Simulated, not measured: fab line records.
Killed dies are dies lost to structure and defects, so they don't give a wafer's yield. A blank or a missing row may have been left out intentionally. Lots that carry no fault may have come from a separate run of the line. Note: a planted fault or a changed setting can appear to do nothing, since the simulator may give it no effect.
The tool behind it: which one?	flow nand_harc	10 lots with 30 wafers sampled at 6 steps, on a route of 1159 steps

## WHAT EACH GAUGE READ, for each wafer
NHARC_END_WLT_00. Usual: VT_DECK1_BOTTOM 0.872, standard deviation 0.0076; VT_DECK1_BOTTOM_INNER 0.872, standard deviation 0.0073; VT_DECK1_MEDIAN_NEAR_BOTTOM 0.874, standard deviation 0.0077; VT_DECK1_MEDIAN_NEAR_BOTTOM_INNER 0.873, standard deviation 0.0073; VT_DECK1_MIDDLE 0.886, standard deviation 0.0064; VT_DECK1_MIDDLE_INNER 0.886, standard deviation 0.0072; VT_DECK1_TOP 0.898, standard deviation 0.0071; VT_DECK1_TOP_INNER 0.898, standard deviation 0.0068.
lot	measured	on	VT_DECK1_BOTTOM	VT_DECK1_BOTTOM_INNER	VT_DECK1_MEDIAN_NEAR_BOTTOM	VT_DECK1_MEDIAN_NEAR_BOTTOM_INNER	VT_DECK1_MIDDLE	VT_DECK1_MIDDLE_INNER	VT_DECK1_TOP	VT_DECK1_TOP_INNER	flag
L562	day 19 15:43	prober-01	0.874 0.865 0.873	0.868 0.871 0.881	0.869 0.875 0.876	0.873 0.882 0.879	0.891 0.890 0.891	0.884 0.885 0.886	0.903 0.899 0.909	0.899 0.906 0.912	
L560	day 19 15:43	prober-02	0.866 0.876 0.876	0.874 0.876 0.876	0.868 0.870 0.883	0.882 0.872 0.881	0.878 0.889 0.892	0.892 0.880 0.893	0.892 0.900 0.895	0.884 0.894 0.894	
L564	day 19 23:28	prober-01	0.868 0.865 0.876	0.868 0.868 0.863	0.866 0.856 0.872	0.869 0.866 0.874	0.884 0.885 0.891	0.892 0.889 0.882	0.902 0.893 0.891	0.902 0.894 0.898	
L566	day 20 12:53	prober-02	0.874 0.865 0.871	0.870 0.869 0.874	0.873 0.869 0.871	0.877 0.868 0.878	0.884 0.887 0.892	0.886 0.882 0.887	0.901 0.903 0.905	0.899 0.898 0.900	
L568	day 21 00:08	prober-02	0.869 0.878 0.875	0.872 0.865 0.871	0.868 0.876 0.874	0.874 0.869 0.867	0.880 0.886 0.883	0.887 0.885 0.889	0.895 0.893 0.895	0.895 0.894 0.903	
L567	day 21 02:56	prober-01	0.874 0.869 0.868	0.888 0.882 0.861	0.872 0.877 0.868	0.883 0.881 0.876	0.888 0.889 0.886	0.890 0.893 0.875	0.907 0.900 0.899	0.896 0.902 0.896	
L569	day 21 15:22	prober-02	0.862 0.879 0.873	0.872 0.876 0.873	0.862 0.874 0.871	0.864 0.873 0.872	0.884 0.881 0.884	0.876 0.886 0.882	0.898 0.897 0.893	0.897 0.896 0.892	
L574	day 23 09:23	prober-02	0.859 0.862 0.864 0.856 0.858 0.863	0.860 0.864 0.858 0.855 0.865 0.857	0.856 0.856 0.867 0.853 0.867 0.857	0.858 0.857 0.859 0.856 0.856 0.852	0.877 0.871 0.875 0.879 0.877 0.880	0.879 0.888 0.870 0.871 0.876 0.874	0.894 0.895 0.884 0.888 0.889 0.900	0.883 0.885 0.892 0.887 0.884 0.888	
L577	day 23 05:37	prober-02	0.888 0.877 0.878	0.883 0.879 0.878	0.880 0.875 0.887	0.882 0.879 0.875	0.891 0.889 0.890	0.897 0.889 0.887	0.909 0.905 0.907	0.909 0.913 0.904	
L582	day 24 15:57	prober-01	0.873 0.861 0.882	0.878 0.881 0.878	0.877 0.878 0.880	0.871 0.876 0.873	0.894 0.884 0.892	0.883 0.889 0.898	0.898 0.900 0.897	0.897 0.904 0.893	

NHARC_END_SORT_01. Usual: defect_limited_yield 95.4 %, standard deviation 1.8; killed_at_array 27, standard deviation 11; killed_at_other 0.7, standard deviation 1.1; killed_at_periphery 3.4, standard deviation 2.1; killed_dies 31, standard deviation 12; killed_open 3.6, standard deviation 2; killed_short 2.0, standard deviation 1.3; sort_bin_2_pct 1.5 %, standard deviation 0.71; sort_bin_3_pct 0.25 %, standard deviation 0.22; sort_bin_4_pct 2.9 %, standard deviation 1.2; sort_n_pass 646, standard deviation 12; sort_rim_yield_pct 95.0 %, standard deviation 2.5; sort_yield_pct 95.4 %, standard deviation 1.8.
lot	measured	on	defect_limited_yield (%)	killed_at_array	killed_at_other	killed_at_periphery	killed_dies	killed_open	killed_short	sort_bin_2_pct (%)	sort_bin_3_pct (%)	sort_bin_4_pct (%)	sort_n_pass	sort_rim_yield_pct (%)	sort_yield_pct (%)	flag
L560	day 19 18:46	prober-02	96.2 94.2 93.5	21 36 38	0 0 0	5 3 6	26 39 44	0 3 6	3 3 2	0.9 1.5 2.4	0.74 0.30 0	2.2 4.0 4.1	651 638 633	95.3 94.3 91.5	96.2 94.2 93.5	
L564	day 20 02:30	prober-01	96.8 93.9 95.4	18 33 24	1 2 0	3 6 7	22 41 31	2 4 1	0 2 0	1.0 2.2 1.5	0.30 0 0.30	1.9 3.8 2.8	655 636 646	97.2 96.2 97.2	96.8 93.9 95.4	
L566	day 20 16:48	prober-02	97.6 97.2 97.6	11 14 15	0 0 0	5 5 1	16 19 16	0 5 4	0 0 0	0.3 0.9 1.0	0.15 0.15 0.15	1.9 1.8 1.2	661 658 661	99.1 96.2 97.2	97.6 97.2 97.6	
L568	day 21 03:26	prober-02	96.2 95.4 94.8	24 28 31	0 0 1	2 3 3	26 31 35	2 2 5	2 0 3	1.3 1.3 1.5	0.30 0.59 0.15	2.2 2.7 3.5	651 646 642	96.2 99.1 96.2	96.2 95.4 94.8	
L567	day 21 05:58	prober-01	97.2 96.0 95.3	19 24 26	0 0 1	0 3 5	19 27 32	3 2 8	2 3 0	0.6 0.9 1.3	0 0.30 0	2.2 2.8 3.4	658 650 645	98.1 91.5 93.4	97.2 96.0 95.3	
L574	day 23 19:25	prober-01	96.0 82.9 95.6	22 21 23	0 91 2	5 4 5	27 116 30	3 3 0	2 1 3	0.9 7.7 1.2	0 3.84 0	3.1 5.6 3.2	650 561 647	97.2 84.0 91.5	96.0 82.9 95.6	OFF
L577	day 23 09:12	prober-01	97.0 81.8 96.5	17 29 24	0 93 0	3 1 0	20 123 24	1 4 1	4 3 2	0.7 7.7 1.8	0.15 4.28 0.15	2.1 6.2 1.6	657 554 653	93.4 92.5 94.3	97.0 81.8 96.5	OFF

## WHAT TOOL EACH LOT RAN ON (gives the tool, then ch and the chambers of the sampled wafers, and finally the start)
lot	NHARC_A_BONDPAD_ETCH_24	NHARC_A_BONDPAD_ANNEAL_28	NHARC_THIN_TSV_CMP_01	NHARC_THIN_TSV_PRE_CLEAN_50
L562	rie_diel-09 ch 0,1,3, day 18 11:46 or earlier	rtp_anneal-01 ch 0, day 18 11:46	cmp-01 ch 0,1, day 19 03:20	pvd_sputter-01, day 19 07:50
L560	rie_diel-09 ch 0,1, day 18 12:04 or earlier	rtp_anneal-02 ch 0, day 18 12:04	cmp-02 ch 2,3, day 19 02:07	pvd_sputter-01, day 19 06:40
L564	rie_diel-12 ch 1,2,3, day 18 17:08 or earlier	rtp_anneal-01 ch 0, day 18 17:08	cmp-02 ch 0,1, day 19 06:29	pvd_sputter-03, day 19 10:37
L566	rie_diel-12 ch 2,3, day 19 09:43 or earlier	rtp_anneal-01 ch 0, day 19 09:43	cmp-04 ch 2,3, day 19 21:39	pvd_sputter-01, day 20 02:07
L568	rie_diel-09 ch 2,3, day 19 22:43 or earlier	rtp_anneal-01 ch 0, day 19 22:43	cmp-01 ch 0,1, day 20 10:52	pvd_sputter-03, day 20 14:57
L567	rie_diel-09 ch 0,2,3, day 20 00:02 or earlier	rtp_anneal-01 ch 0, day 20 00:02	cmp-01 ch 0,1,2, day 20 12:05	pvd_sputter-03, day 20 16:23
L569	rie_diel-09 ch 0,2, day 20 13:31 or earlier	rtp_anneal-01 ch 0, day 20 13:31	cmp-04 ch 0,1,3, day 21 02:19	pvd_sputter-01, day 21 06:28
L574	rie_diel-09 ch 0,1,2, day 21 19:43 or earlier	rtp_anneal-02 ch 0, day 21 19:43	cmp-02 ch 0,1,3, day 22 12:15	pvd_sputter-03, day 22 16:34
L577	rie_diel-12 ch 1,2,3, day 22 03:24 or earlier	rtp_anneal-02 ch 0, day 22 03:24	cmp-02 ch 1,2,3, day 22 14:40	pvd_sputter-03, day 22 19:10
L582	rie_diel-09 ch 0,1,2, day 23 14:46 or earlier	rtp_anneal-01 ch 0, day 23 14:46	cmp-01 ch 0,2,3, day 24 02:50	pvd_sputter-02, day 24 07:12
- NHARC_A_BONDPAD_ETCH_24: etches the open film in CF4/N2, target depth 30 nm, time 72.99 s.
- NHARC_A_BONDPAD_ANNEAL_28: time 90 s.
- NHARC_THIN_TSV_CMP_01: polishes.
- NHARC_THIN_TSV_PRE_CLEAN_50: time 30 s.

## WHAT THE TOOLS THEMSELVES READ (means of the sampled wafers that have a number; where no wafer has one, the mark that the record gives instead)
NHARC_A_BONDPAD_ETCH_24. Usual: drypump_motor_current_A 5.4 A, standard deviation 0.32; oes_product_au 0.998 a.u., standard deviation 0.013; rf_vpp_V 313.1 V, standard deviation 1.6; showerhead_plenum_p_Torr 2.56 Torr, standard deviation 0.078; throttle_valve_pct 19.794 %, standard deviation 0.0094.
lot	tool	drypump_motor_current_A (A)	oes_product_au (a.u.)	rf_vpp_V (V)	showerhead_plenum_p_Torr (Torr)	throttle_valve_pct (%)	flag
L562	rie_diel-09	5.3	0.992	311.9	2.50	19.789	
L560	rie_diel-09	5.5	1.013	312.6	2.52	19.804	
L564	rie_diel-12	5.3	1.001	314.5	2.61	19.797	
L566	rie_diel-12	5.5	0.996	312.8	2.55	19.788	
L568	rie_diel-09	5.3	0.990	312.7	2.54	19.801	
L567	rie_diel-09	5.4	1.013	312.2	2.56	19.801	
L569	rie_diel-09	5.6	1.015	313.5	2.58	19.793	
L574	rie_diel-09	5.5	1.005	312.7	2.56	19.792	
L577	rie_diel-12	5.4	0.992	314.1	2.60	19.794	
L582	rie_diel-09	5.5	1.001	313.0	2.56	19.800	

NHARC_A_BONDPAD_ANNEAL_28. Usual: wafer_temp_C_max 226.5, standard deviation 0.36.
lot	tool	wafer_temp_C_max	flag
L562	rtp_anneal-01	226.8	
L560	rtp_anneal-02	226.3	
L564	rtp_anneal-01	226.5	
L566	rtp_anneal-01	226.8	
L568	rtp_anneal-01	226.7	
L567	rtp_anneal-01	226.9	
L569	rtp_anneal-01	226.6	
L574	rtp_anneal-02	226.5	
L577	rtp_anneal-02	226.2	
L582	rtp_anneal-01	226.8	

NHARC_THIN_TSV_CMP_01. Usual: edge_zone_pressure_frac 1.000, standard deviation 0.0052; motor_current_A 11.8 A, standard deviation 1.4.
lot	tool	edge_zone_pressure_frac	motor_current_A (A)	flag
L562	cmp-01	1.001	12.8	
L560	cmp-02	1.001	12.4	
L564	cmp-02	0.997	11.4	
L566	cmp-04	0.999	11.8	
L568	cmp-01	1.005	12.9	
L567	cmp-01	0.998	12.1	
L569	cmp-04	0.993	11.2	
L574	cmp-02	0.998	11.3	
L577	cmp-02	1.000	12.9	
L582	cmp-01	1.001	12.1	

NHARC_THIN_TSV_PRE_CLEAN_50. Usual: heater_power_w 399 W, standard deviation 53.
lot	tool	heater_power_w (W)	flag
L562	pvd_sputter-01	332	
L560	pvd_sputter-01	372	
L564	pvd_sputter-03	436	
L566	pvd_sputter-01	364	
L568	pvd_sputter-03	406	
L567	pvd_sputter-03	396	
L569	pvd_sputter-01	372	
L574	pvd_sputter-03	410	
L577	pvd_sputter-03	379	
L582	pvd_sputter-02	408	

## THE ANSWER, worked out from the rows above alone
Rule: take the mean of a lot's wafers that have a number; if it is more than 3 standard deviations from the usual mean, the lot is off. A lot without any number at a reading at which 4 lots or more have one is off too. The other lots that the step has rows for count as sound. Order of review: gauges by route order, followed by the tools' own readings, for which a lot's mean as printed above is used. At the first step where some lot is off, the reading lying furthest off is the one used; lots without a number count as furthest.
Off: L574, L577, at NHARC_END_SORT_01 (killed_at_other). Neither off nor sound, because the step has no rows for them: L562, L569, L582.
If a tool, at a process step before that reading, ran all the lots that are off and no sound lot after the first of them, it fits. Gauges at NHARC_END_SORT_01: tried the same way as those tools. NHARC_A_BONDPAD_ETCH_24: start missing for some lots; hours and lot order therefore follow NHARC_A_BONDPAD_ANNEAL_28. Can't be told from this: 4 tools fit, rtp_anneal-02 at NHARC_A_BONDPAD_ANNEAL_28, cmp-02 at NHARC_THIN_TSV_CMP_01, pvd_sputter-03 at NHARC_THIN_TSV_PRE_CLEAN_50, prober-01 at NHARC_END_SORT_01.

## WHAT HAD BEEN PUT IN BY THE SIMULATOR
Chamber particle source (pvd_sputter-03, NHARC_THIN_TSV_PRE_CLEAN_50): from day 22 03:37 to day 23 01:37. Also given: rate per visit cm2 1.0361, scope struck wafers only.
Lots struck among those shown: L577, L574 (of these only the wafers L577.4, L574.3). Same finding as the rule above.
